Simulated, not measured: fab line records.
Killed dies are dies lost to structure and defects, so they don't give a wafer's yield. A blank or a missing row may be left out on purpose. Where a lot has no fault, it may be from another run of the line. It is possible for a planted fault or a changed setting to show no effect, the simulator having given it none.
fab line records ; flow n5Finfet
record lots=5; wafers=14; lastDay=19
route steps=1938 shown MOL_CONTACT_COAG@623 BEOL_M0_SAQP@632 BEOL_M0@715 BEOL_M4@1111
lots that met no fault: taken from a fault-free run of the same line
startH: hours from the record's first day to the start of the lot's first wafer shown ; waitH: hours from the lot's prior step to this one ; " unchanged from the row above ; L1.1+2: a row that stands for several wafers ; - value missing, or start not given ; * or withheld: withheld ; < > ~ a bound
route shown NAME@n: a module of which the file shows steps, and the number in the route of the first ; usual: mean/standard deviation of fault-free wafers ; same: alike in all rows ; chamber/n: place in a boat ; sites: the reading at each site ; _std_site: how widely they spread, as a standard deviation ; _edge_site: outer sites' mean less inner sites' ; radiusMm: how far each site lies from the wafer's centre ; mask NAME#n: copy n ; behind: tool/chamber where the wafer was last shaped ; hold: cause of the lot's hold/its duration in hours/its outcome ; device: transistor that didn't switch, given as n, p or np ; end of line: tests of these same wafers at the route's end ; a step given without rows: its recipe and nothing more ; killed: dies lost to structure and defects at the first sort, not the wafer's yield ; map: dies across one wafer; x = killed, . = not, _ = none there
set.NAME: the run value of the setting; set.NAME@STEP: its run value at that earlier step ; model.NAME: the simulator's own value behind a step, which no gauge read
a table for each step, a row for each wafer; lots at some steps of the route
services: the hour from which a tool's chamber was out of use, counted from the record's first day as startH (under 0 if before that day), plus the number of hours and why
## steps
# step N5_MOL_CONTACT_COAG_PRE_CLEAN_121
# recipe gas=H2/He; timeS=*; tempC=withheld
# step N5_MOL_CONTACT_COAG_CVD_140
# recipe material=W; targetThkA=665; mode=selectiveFill; tempC=300; timeS=215
# step N5_MOL_CONTACT_COAG_PRECLEAN_127
# recipe chemistry=DIW; timeS=57.5; tempC=23
# step N5_MOL_CONTACT_COAG_SRD_128
# recipe dryTimeS=32; dry=n2Spin; spinRpm=1500
# step N5_MOL_CONTACT_COAG_CMP_52
# recipe stopOn=SiO2; tOverpolishS=1.5; postCmpClean=wDiluteNh4oh; downForcePsi=4; platenRpm=50.289; padVelocityMS=1.0006; targetThkNm=66.5
# step N5_MOL_CONTACT_COAG_ANNEAL_112
# recipe tempC=400; timeS=1800; ambient=HPD2; pressureAtm=10
# step N5_BEOL_M0_SAQP_PECVD_00
# recipe material=SiCN; targetThkA=80; tempC=withheld; precursor=3MS/NH3; pressureTorr=3; rfW=202; timeS=14
# step N5_BEOL_M0_SAQP_ILD_DEP_01
# recipe material=SiOC; targetThkA=454.19; tempC=350; precursor=DEMS/O2; pressureTorr=5; rfW=500; timeS=8.7
# step N5_BEOL_M0_SAQP_HM_DEP_02
# recipe material=TiN; targetThkA=120; tempC=25; chamberPressurePa=0.49996
# step N5_BEOL_M0_SAQP_PECVD_03
# recipe material=SiCN; targetThkA=120; tempC=withheld; precursor=3MS/NH3; pressureTorr=3; rfW=202; timeS=21.1
# usual runLengthS=51.0/0.54; showerheadPlenumPTorr=3.658/0.013; throttleValvePct=9.2/0.45
lot.wafer;tool;chamber;startH;waitH;runLengthS;showerheadPlenumPTorr;throttleValvePct;model.SiCN_of_BEOL_M0_SAQP_PECVD_03.thkNm
L607.1;pecvd-02;0;115.38;0.1;50.6;3.662;9.2;12
L607.4;pecvd-02;2;115.38;0.1;50.4;3.656;9.3;11.8
L607.6;pecvd-02;1;115.38;0.1;50.8;3.664;9.1;12
L621.1;pecvd-02;1;198.77;0.1;58.9;3.654;9.1;16.2
L621.3;pecvd-02;0;198.77;0.1;58.5;3.652;9.1;16.2
L621.6;pecvd-02;0;198.77;0.1;50.5;3.660;9.4;12.2
L623.1;pecvd-02;1;205.69;0.1;58.1;3.666;8.8;16
L623.3;pecvd-02;0;205.69;0.1;58.1;3.658;9.5;16.2
L624.4;pecvd-04;1;212.97;0.1;51.2;3.645;9.1;12.2
L624.5;pecvd-04;0;212.97;0.1;50.2;3.636;9.3;12.2
L624.6;pecvd-04;2;212.97;0.1;51.1;3.663;9.4;12.4
L628.1;pecvd-02;2;241.07;0.1;58.0;3.652;8.7;16.2
L628.4;pecvd-02;1;241.07;0.1;50.7;3.657;8.6;12.4
L628.6;pecvd-02;0;241.07;0.1;50.8;3.659;9.5;12.4
# step N5_BEOL_M0_SAQP_PECVD_96
# recipe material=a-Si; targetThkA=450; tempC=350; precursor=SiH4/He; pressureTorr=3; rfW=100; timeS=45.2
# step N5_BEOL_M0_SAQP_PECVD_97
# recipe material=SiNx; targetThkA=230; tempC=350; precursor=SiH4/NH3/N2; pressureTorr=1.5; rfW=300; timeS=19.9
# step N5_BEOL_M0_SAQP_PECVD_04
# recipe material=a-Si; targetThkA=600; tempC=350; precursor=SiH4/He; pressureTorr=3; rfW=100; timeS=60.2
# step N5_BEOL_M0_SAQP_HM_DEP_111
# recipe material=SiO2; targetThkA=120; tempC=400; precursor=SiH4/N2O; pressureTorr=0.75; rfW=275; timeS=7.2
# step N5_BEOL_M0_SAQP_COAT_81
# recipe resist=SOC; tempC=250; timeS=60; spinRpm=1500; resistThkNm=100
# step N5_BEOL_M0_SAQP_COAT_82
# recipe resist=SiARC; tempC=220; timeS=60; spinRpm=1500; resistThkNm=30
# step N5_BEOL_M0_SAQP_COAT_08
# recipe resist=CAR-ArF; spinRpm=1500; resistThkNm=90
# step N5_BEOL_M0_SAQP_EBR_10
# recipe solvent=PGMEA; ebrWidthMm=1.5
# step N5_BEOL_M0_SAQP_SOFTBAKE_09
# recipe tempC=110; timeS=60; resist=CAR-ArF
# step N5_BEOL_M0_SAQP_EXPOSE_11
# recipe maskId=M0_CORE; na=1.35; sourceShape=dipole; sigmaInner=0.538; sigmaOuter=0.738; polarization=te; targetCdNm=42; doseMj=55
# step N5_BEOL_M0_SAQP_PEB_12
# recipe pebTempC=withheld; pebTimeS=60; resist=CAR-ArF
# step N5_BEOL_M0_SAQP_DEVELOP_13
# recipe developTimeS=30; developer=TMAH; resist=CAR-ArF; devTempC=23; rinseLiquid=diw; dry=airSpin
# step N5_BEOL_M0_SAQP_DESCUM_19
# recipe chemistry=O2; timeS=7.9; sourcePowerW=50; biasPowerW=20; pressureMtorr=20; rfFrequencyHz=2.712e+07; tempC=40; resist=CAR-ArF; o2FlowSccm=225
# step N5_BEOL_M0_SAQP_ETCH_83
# recipe chemistry=CF4; target=SiARC; targetDepthA=390; maskMaterial=CAR-ArF; timeS=65; ionEnergyEv=80; pressureMtorr=40; sourceW=545; biasW=36; Ar_flow_sccm=100; cf4FlowSccm=100; ends=cleared
# step N5_BEOL_M0_SAQP_ETCH_84
# recipe chemistry=N2/H2; target=SOC; targetDepthA=1000; overetchA=200; maskMaterial=SiARC; tempC=40; timeS=150; ionEnergyEv=200; pressureMtorr=30; sourceW=840; biasW=150; n2FlowSccm=200; h2FlowSccm=200
# step N5_BEOL_M0_SAQP_STRIP_80
# recipe chemistry=N2/H2; tempC=40; n2FlowSccm=200; h2FlowSccm=200; rfFrequencyHz=6e+07
# step N5_BEOL_M0_SAQP_HM_OPEN_112
# recipe chemistry=CHF3/O2; target=SiO2; stopOn=a-Si; targetDepthA=120; overEtchFrac=1.25; maskMaterial=SOC; timeS=13.5; pressureMtorr=30; sourceW=650; biasW=170; Ar_flow_sccm=200; CHF3_flow_sccm=50; O2_flow_sccm=5; ionEnergyEv=200; ends=endPoint
# step N5_BEOL_M0_SAQP_STRIP_113
# recipe chemistry=CHF3/O2; resist=SiARC; rfFrequencyHz=6e+07
# step N5_BEOL_M0_SAQP_MANDREL_ETCH_20
# recipe targetDepthA=600; chemistry=HBr/Cl2; target=a-Si; stopOn=SiNx; btTimeS=10; maskMaterial=SOC; overEtchFrac=0.5; timeS=30; pressureMtorr=10; icpW=800; biasW=75; HBr_flow_sccm=150; Cl2_flow_sccm=80; ends=endPoint
# step N5_BEOL_M0_SAQP_STRIP_86
# recipe chemistry=N2/H2; powerW=500; tempC=40; pressureMtorr=50; rfFrequencyHz=6e+07; overashFraction=0.3; biasPowerW=28; h2Frac=0.5; n2FlowSccm=300; h2FlowSccm=300
# step N5_BEOL_M0_SAQP_STRIP_115
# recipe chemistry=postEtchResidueRemover; timeS=60; tempC=25; removerPh=withheld; removerWaterWtPct=withheld; removerFluorideWtPct=withheld
# step N5_BEOL_M0_SAQP_SRD_93
# recipe dry=ipaMarangoni; timeS=30; tempC=23; rinseLiquid=diw
# step N5_BEOL_M0_SAQP_RECESS_114
# recipe chemistry=HF/NH3; target=SiO2; targetDepthA=144; afsCycles=3; tempC=30; sublimationTempC=180; sublimationTimeS=60
# step N5_BEOL_M0_SAQP_SPACER1_ALD_98
# recipe material=SiO2; targetThkA=128; tempC=300; aldPrecursorFamily=BDEAS; aldCoReactant=O2-plasma; pulseTimeS=1; purgeTimeS=2; coReactantPurgeTimeS=2; aldCycles=138; pressureTorr=2
# step N5_BEOL_M0_SAQP_SPACER1_ETCHBACK_99
# recipe chemistry=CHF3/O2; mode=anisotropicEtchback; target=SiO2; targetDepthA=154; timeS=7.7; pressureMtorr=30; sourceW=650; biasW=170; Ar_flow_sccm=200; CHF3_flow_sccm=50; O2_flow_sccm=5; ionEnergyEv=200
# step N5_BEOL_M0_SAQP_RECESS_109
# recipe chemistry=HF/NH3; target=SiO2; targetDepthA=30; afsCycles=1; tempC=30; sublimationTempC=180; sublimationTimeS=60
# usual drypumpMotorCurrentA=5.6/0.61
lot.wafer;tool;chamber;startH;waitH;drypumpMotorCurrentA;model.SiCN_of_BEOL_M0_SAQP_PECVD_03.thkNm
L607.1;vaporEtch-02;0;119.15;0.3;5.1;8.4
L607.4;vaporEtch-02;1;119.15;0.3;6.0;8.4
L607.6;vaporEtch-02;1;119.15;0.3;6.0;8.6
L621.1;vaporEtch-01;1;202.20;0.0;4.9;12.8
L621.3;vaporEtch-01;1;202.20;0.0;4.9;12.6
L621.6;vaporEtch-01;1;202.20;0.0;4.9;8.8
L623.1;vaporEtch-02;1;209.70;0.0;6.0;12.6
L623.3;vaporEtch-02;1;209.70;0.0;6.0;12.6
L624.4;vaporEtch-01;0;216.39;0.1;6.5;8.8
L624.5;vaporEtch-01;1;216.39;0.1;4.9;8.8
L624.6;vaporEtch-01;0;216.39;0.1;6.5;8.8
L628.1;vaporEtch-02;0;244.48;0.0;5.1;12.8
L628.4;vaporEtch-02;0;244.48;0.0;5.1;8.8
L628.6;vaporEtch-02;1;244.48;0.0;6.0;9
# step N5_BEOL_M0_ETCH_138
# recipe chemistry=CH3F/O2; targetDepthA=120; target=SiCN; timeS=31.6; ionEnergyEv=120; pressureMtorr=30; sourceW=395; biasW=75; Ar_flow_sccm=150; CH3F_flow_sccm=30; O2_flow_sccm=20; ends=cleared
# usual drypumpMotorCurrentA=5.46/0.3; etchRfOnTimeS=29.3/1; mfcArSccm=150.1/0.44; oesProductAu=0.68/0.089; rfVppV=297.3/1.7; showerheadPlenumPTorr=2.00/0.08; throttleValvePct=16.24/0.22
lot.wafer;tool;chamber;startH;waitH;drypumpMotorCurrentA;etchRfOnTimeS;mfcArSccm;oesProductAu;rfHoursCounterH;rfVppV;showerheadPlenumPTorr;throttleValvePct;model.etch.depthNm
L607.1;rieDiel-01;3;124.53;0.0;5.26;28.8;150.5;0.80;9;296.0;1.95;16.01;8.451
L607.4;rieDiel-01;0;124.53;0.0;5.33;30.0;149.4;0.61;184;297.4;2.07;16.28;8.308
L607.6;rieDiel-01;2;124.53;0.0;5.78;30.1;150.1;0.63;-;296.7;1.91;16.43;8.518
L621.1;rieDiel-01;3;205.16;0.0;5.24;31.6;149.3;0.74;40;296.8;1.94;16.06;9.231
L621.3;rieDiel-01;0;205.16;0.0;5.31;33.4;149.9;0.59;211;298.8;2.06;16.33;9.231
L621.6;rieDiel-01;3;205.16;0.0;5.24;30.4;150.3;0.74;-;296.0;1.94;16.06;8.87
L623.1;rieDiel-04;0;213.02;0.0;5.53;32.0;149.8;0.60;229;298.2;1.98;16.35;9.231
L623.3;rieDiel-04;3;213.02;0.0;5.22;31.5;150.2;0.62;187;296.8;1.98;16.27;9.231
L624.4;rieDiel-03;2;219.36;0.0;4.93;29.4;150.7;0.77;-;300.4;2.14;16.33;8.701
L624.5;rieDiel-03;0;219.36;0.0;5.81;29.7;149.5;0.76;-;297.9;2.04;15.75;8.719
L624.6;rieDiel-03;3;219.36;0.0;5.43;30.1;150.0;0.71;-;297.7;2.01;16.21;8.868
L628.1;rieDiel-03;2;247.52;0.0;4.93;30.8;150.6;0.75;43;297.7;2.14;16.35;9.231
L628.4;rieDiel-03;1;247.52;0.0;5.84;29.6;149.9;0.83;4;296.7;2.06;16.23;8.895
L628.6;rieDiel-03;3;247.52;0.0;5.43;30.2;150.6;0.70;-;297.2;2.01;16.22;8.96
# step N5_BEOL_M0_ETCH_128
# recipe chemistry=CF4/N2; targetDepthA=120; overetchA=51; target=SiCN; timeS=21.4; ionEnergyEv=150; pressureMtorr=40; sourceW=430; biasW=70; Ar_flow_sccm=100; cf4FlowSccm=60; n2FlowSccm=60
# usual drypumpMotorCurrentA=5.50/0.29; mfcArSccm=99.97/0.29; oesProductAu=0.54/0.064; rfVppV=381.9/1.8; showerheadPlenumPTorr=2.19/0.072; throttleValvePct=15.35/0.21
lot.wafer;tool;chamber;startH;waitH;drypumpMotorCurrentA;mfcArSccm;oesProductAu;rfHoursCounterH;rfVppV;showerheadPlenumPTorr;throttleValvePct;model.etch.depthNm
L607.1;rieDiel-04;2;128.72;0.2;5.38;100.25;0.47;232;382.9;2.18;15.39;8.451
L607.4;rieDiel-04;0;128.72;0.2;5.54;99.99;0.50;199;381.3;2.19;15.40;8.308
L607.6;rieDiel-04;1;128.72;0.2;5.92;100.06;0.50;-;380.5;2.11;15.46;8.518
L621.1;rieDiel-01;0;207.93;0.0;5.36;99.63;0.60;212;383.7;2.27;15.47;12.83
L621.3;rieDiel-01;1;207.93;0.0;5.63;100.25;0.57;229;379.0;2.09;15.45;12.63
L621.6;rieDiel-01;3;207.93;0.0;5.28;100.23;0.60;-;380.2;2.14;15.20;8.87
L623.1;rieDiel-01;3;214.11;0.0;5.26;99.56;0.72;45;381.1;2.14;15.22;12.51
L623.3;rieDiel-01;0;214.11;0.0;5.33;99.76;0.60;216;383.3;2.27;15.46;12.68
L624.4;rieDiel-03;0;220.15;0.0;5.83;99.75;0.62;-;384.4;2.25;14.86;8.701
L624.5;rieDiel-03;2;220.15;0.0;4.94;100.42;0.62;-;385.8;2.35;15.38;8.719
L624.6;rieDiel-03;3;220.15;0.0;5.44;100.29;0.58;-;382.2;2.23;15.33;8.868
L628.1;rieDiel-03;0;248.87;0.0;5.82;99.88;0.73;37;383.5;2.24;14.88;12.79
L628.4;rieDiel-03;1;248.87;0.0;5.85;100.33;0.67;4;382.3;2.27;15.32;8.895
L628.6;rieDiel-03;1;248.87;0.0;5.85;99.86;0.68;-;383.3;2.27;15.31;8.96
# step N5_BEOL_M4_RC_MEAS_101
# usual DIBL_N=36.8/1.9; DIBL_P=36.5/2.1; IOFF_N=0.17/0.038; IOFF_P=0.22/0.039; ION_N=675/12; ION_P=463/7.4; SS_N=71.6/0.71; SS_P=73.4/0.72; VT_N=249/3.3; VT_P=-250/3.3
lot.wafer;tool;chamber;startH;waitH;DIBL_N[mV/V];DIBL_P[mV/V];IOFF_N[nA/um];IOFF_P[nA/um];ION_N[uA/um];ION_P[uA/um];SS_N[mV/dec];SS_P[mV/dec];VT_N[mV];VT_P[mV]
L607.1;prober-01;0;187.70;0.0;36.9;35.9;0.17;0.22;686;468;71.6;73.5;247;-245
L607.4;prober-01;0;187.70;0.0;38.8;37.7;0.21;0.25;692;463;72.3;75.0;243;-248
L607.6;prober-01;0;187.70;0.0;35.6;34.4;0.15;0.20;685;464;71.8;72.6;250;-251
L621.1;prober-01;0;291.64;0.0;33.5;34.7;0.12;0.19;677;466;70.7;72.1;253;-249
L621.3;prober-01;0;291.64;0.0;34.3;35.5;0.15;0.21;679;467;70.9;72.6;248;-248
L621.6;prober-01;0;291.64;0.0;34.6;36.5;0.15;0.22;677;466;70.8;73.1;249;-249
L623.1;prober-02;0;292.59;0.0;39.5;39.6;0.21;0.24;702;472;72.0;74.3;246;-251
L623.3;prober-02;0;292.59;0.0;36.5;36.2;0.15;0.19;670;456;71.6;73.7;253;-252
L624.4;prober-01;0;314.00;0.5;41.1;42.4;0.24;0.27;688;466;73.0;74.7;245;-251
L624.5;prober-01;0;314.00;0.5;38.4;38.9;0.18;0.21;679;455;71.9;74.4;247;-251
L624.6;prober-01;0;314.00;0.5;36.6;36.7;0.14;0.18;668;456;71.1;74.0;251;-257
L628.1;prober-02;0;337.64;0.0;35.7;33.8;0.14;0.19;671;458;72.0;73.0;251;-251
L628.4;prober-02;0;337.64;0.0;39.4;38.3;0.20;0.26;665;459;73.5;74.1;249;-246
L628.6;prober-02;0;337.64;0.0;39.8;39.2;0.23;0.26;689;464;71.8;74.6;246;-246
## services
tool;chamber;startH;hours;kind
rieDiel-01;1;97.91;3.7;repair
vaporEtch-02;-;98.77;2.3;repair
rieDiel-03;2;100.81;-;clean
rieDiel-03;2;100.81;-;consumableReplace:focusRing
rieDiel-03;2;100.81;-;consumableReplace:showerhead
rieDiel-03;2;100.81;25.0;scheduledDown
rieDiel-03;2;100.81;25.0;ventCycle
rieDiel-03;0;125.80;-;clean
rieDiel-03;0;125.80;-;consumableReplace:focusRing
rieDiel-03;0;125.80;22.3;scheduledDown
rieDiel-03;0;125.80;22.3;ventCycle
rieDiel-01;0;130.07;9.3;repair
rieDiel-01;-;130.59;0.9;repair
rieDiel-03;-;149.57;2.8;pm
rieDiel-04;0;165.31;3.0;repair
pecvd-04;-;173.70;14.6;pm
vaporEtch-02;-;183.53;1.0;repair
rieDiel-03;1;218.97;-;clean
rieDiel-03;1;218.97;-;consumableReplace:focusRing
rieDiel-03;1;218.97;17.2;scheduledDown
rieDiel-03;1;218.97;17.2;ventCycle
rieDiel-04;1;232.60;8.5;repair
rieDiel-01;3;236.72;4.0;repair
pecvd-02;-;247.82;2.8;pm
## key
firstSign step=N5_BEOL_M0_SAQP_PECVD_03; reading=runLengthS; direction=up; sigmas=14; usual=*; struck=*
effect step=N5_BEOL_M0_ETCH_138; reading=etchRfOnTimeS; direction=up; sigmas=2.6; usual=*; struck=*
modelEffect step=N5_BEOL_M0_SAQP_PECVD_03; value=SiCN_of_BEOL_M0_SAQP_PECVD_03.thkNm; without=11.96; struck=16.16
modelEffect step=N5_BEOL_M0_SAQP_RECESS_109; value=SiCN_of_BEOL_M0_SAQP_PECVD_03.thkNm; without=8.48; struck=12.68
modelEffect step=N5_BEOL_M0_ETCH_138; value=etch.depthNm; without=8.492; struck=9.231
modelEffect step=N5_BEOL_M0_ETCH_128; value=etch.depthNm; without=8.492; struck=12.69
metAt N5_BEOL_M0_SAQP_PECVD_03
struckWafers L621.1,L621.3,L623.1,L623.3,L628.1
onsetBetween 115.38 198.77
fault kind=processParameterDrift; tool=pecvd-02; chamber=-; onsetH=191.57; steps=N5_BEOL_M0_SAQP_PECVD_03; channel=timeS; offset=*; shape=step; endH=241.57; scope=struckWafersOnly; actsIn=*; stated=*
